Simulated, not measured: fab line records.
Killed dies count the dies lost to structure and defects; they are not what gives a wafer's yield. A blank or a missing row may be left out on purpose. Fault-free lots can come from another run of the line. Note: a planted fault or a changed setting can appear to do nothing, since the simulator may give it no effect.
What tool caused it? -- flow nand_harc -- 13 lots with 39 wafers sampled at 4 steps, on a route of 1302 steps

WHAT EACH GAUGE READ, for each wafer
NHARC_A_BLC_OVL_MEAS_11.
lot,measured,on,overlay_x_nm (nm),overlay_y_nm (nm)
L970,day 23 04:52,overlay-01,-0.9 -1.2 -1.0,0.6 0.4 0.8
L969,day 23 07:58,overlay-01,0.8 0.3 0.2,-0.5 0.1 -0.4
L972,day 23 09:57,overlay-01,-0.4 -0.7 -0.2,0.6 1.1 0.7
L973,day 23 18:57,overlay-02,0.0 -0.4 -0.2,0.6 0.4 0.6
L974,day 23 21:55,overlay-01,0.0 0.5 0.7,-1.1 -0.6 -1.3
L975,day 24 10:31,overlay-02,0.7 0.9 1.0,0.0 0.3 0.4
L976,day 25 08:42,overlay-02,1.1 1.1 1.3,1.2 0.4 0.6
L977,day 26 06:50,overlay-02,-0.5 -0.6 -0.1,-0.9 -0.9 -1.4
L978,day 26 17:37,overlay-02,0.1 -0.5 -0.5,-0.7 -0.2 -1.0
L979,day 26 22:23,overlay-01,-0.3 0.1 0.3,2.0 2.1 2.0
L980,day 27 04:05,overlay-02,-1.0 -1.0 -0.7,-0.8 -1.0 -0.9
L988,day 30 09:26,overlay-02,0.0 -0.4 0.0,0.9 0.6 0.4
L991,day 31 08:49,overlay-01,2.1 1.5 2.2,1.9 1.6 1.2

NHARC_A_BLC_CD_MEAS_19.
lot,measured,on,cd_nm (nm)
L970,day 23 06:07,cd_sem-03,98.6 97.2 99.1
L969,day 23 09:02,cd_sem-02,102.0 103.2 104.2
L972,day 23 11:02,cd_sem-02,96.1 102.1 97.1
L973,day 23 20:01,cd_sem-03,100.2 101.1 101.2
L974,day 23 22:59,cd_sem-02,97.7 98.4 98.8
L975,day 24 11:35,cd_sem-03,101.3 98.2 100.5
L976,day 25 09:46,cd_sem-02,104.9 98.6 99.6
L977,day 26 07:54,cd_sem-01,103.9 101.2 102.1
L978,day 26 18:40,cd_sem-02,101.2 100.7 101.0
L979,day 26 23:27,cd_sem-02,102.4 98.3 101.4
L980,day 27 05:08,cd_sem-02,99.6 104.0 100.1
L988,day 30 10:30,cd_sem-03,103.6 104.7 99.4
L991,day 31 09:58,cd_sem-01,100.1 102.0 99.8

NHARC_A_M0_THK_MEAS_24: measures by xrf.
lot,measured,on,thk_nm (nm)
L970,day 23 11:32,film_metro-02,112.7 112.5 112.3
L969,day 23 14:28,film_metro-01,112.4 111.4 114.6
L972,day 23 16:16,film_metro-01,114.3 111.7 111.2
L973,day 24 01:28,film_metro-02,116.6 114.4 112.3
L974,day 24 04:26,film_metro-01,113.9 112.7 117.0
L975,day 24 22:42,film_metro-02,112.5 113.0 113.2
L976,day 25 15:13,film_metro-02,113.7 115.5 113.4
L977,day 26 13:11,film_metro-01,112.6 113.3 114.8
L978,day 26 23:58,film_metro-01,113.1 116.2 113.2
L979,day 27 04:51,film_metro-02,111.9 115.3 113.9
L980,day 27 10:31,film_metro-01,111.5 113.0 115.5
L988,day 30 15:45,film_metro-01,114.9 111.5 113.2
L991,day 31 15:25,film_metro-01,113.8 114.9 113.2

EACH LOT AND THE TOOL THAT RAN IT (in order: tool; ch and the chambers of the sampled wafers; start)
lot,NHARC_A_M0_PVD_20
L970,"pvd_sputter-01, day 23 10:16"
L969,"pvd_sputter-03, day 23 13:10"
L972,"pvd_sputter-02, day 23 15:01"
L973,"pvd_sputter-01, day 24 00:12"
L974,"pvd_sputter-02, day 24 03:10"
L975,"pvd_sputter-01, day 24 21:25"
L976,"pvd_sputter-02, day 25 13:56"
L977,"pvd_sputter-03, day 26 11:54"
L978,"pvd_sputter-01, day 26 22:41"
L979,"pvd_sputter-02, day 27 03:34"
L980,"pvd_sputter-02, day 27 09:13"
L988,"pvd_sputter-02, day 30 14:29"
L991,"pvd_sputter-01, day 31 14:08"
- NHARC_A_M0_PVD_20: deposits TaN, target thk 5 nm, time 8.06 s.

AS READ BY THE TOOLS THEMSELVES (means over the sampled wafers that have a number; for cases with no such wafer, the mark the record gives instead)
NHARC_A_M0_PVD_20.
lot,tool,substrate_temp_c (C),throttle_valve_pct (%)
L970,pvd_sputter-01,50.01,30.1
L969,pvd_sputter-03,49.97,29.4
L972,pvd_sputter-02,49.91,30.9
L973,pvd_sputter-01,50.03,30.3
L974,pvd_sputter-02,49.94,30.8
L975,pvd_sputter-01,50.00,29.7
L976,pvd_sputter-02,49.89,30.9
L977,pvd_sputter-03,49.97,29.3
L978,pvd_sputter-01,50.08,29.5
L979,pvd_sputter-02,49.97,30.7
L980,pvd_sputter-02,50.11,30.9
L988,pvd_sputter-02,49.90,31.0
L991,pvd_sputter-01,49.97,29.9

THE ANSWER, worked out from the rows above alone
Rule: the usual values come from the lots themselves. The widest of any qualifying gaps counts: lots, ordered by their means at a reading, are off when they make up no more than a third of the lots, leave a main group of 4 or more, and stand apart from it by 3 or more times the standard deviation of that group's means. A main group is skipped when, at the precision printed for the reading in the tables above, its means are all equal. Also off: a lot with no number at a reading for which 4 or more lots have one. Any other lot the step has rows for is counted as sound. First the gauges in route order, then the tools' own readings, where a lot's mean is used as printed above. At the first step where some lot is off, the reading lying furthest off is the one used; lots without a number count as furthest.
No lot is off on any of the readings shown, so nothing can be concluded from this.

WHAT THE SIMULATOR HAD INSERTED
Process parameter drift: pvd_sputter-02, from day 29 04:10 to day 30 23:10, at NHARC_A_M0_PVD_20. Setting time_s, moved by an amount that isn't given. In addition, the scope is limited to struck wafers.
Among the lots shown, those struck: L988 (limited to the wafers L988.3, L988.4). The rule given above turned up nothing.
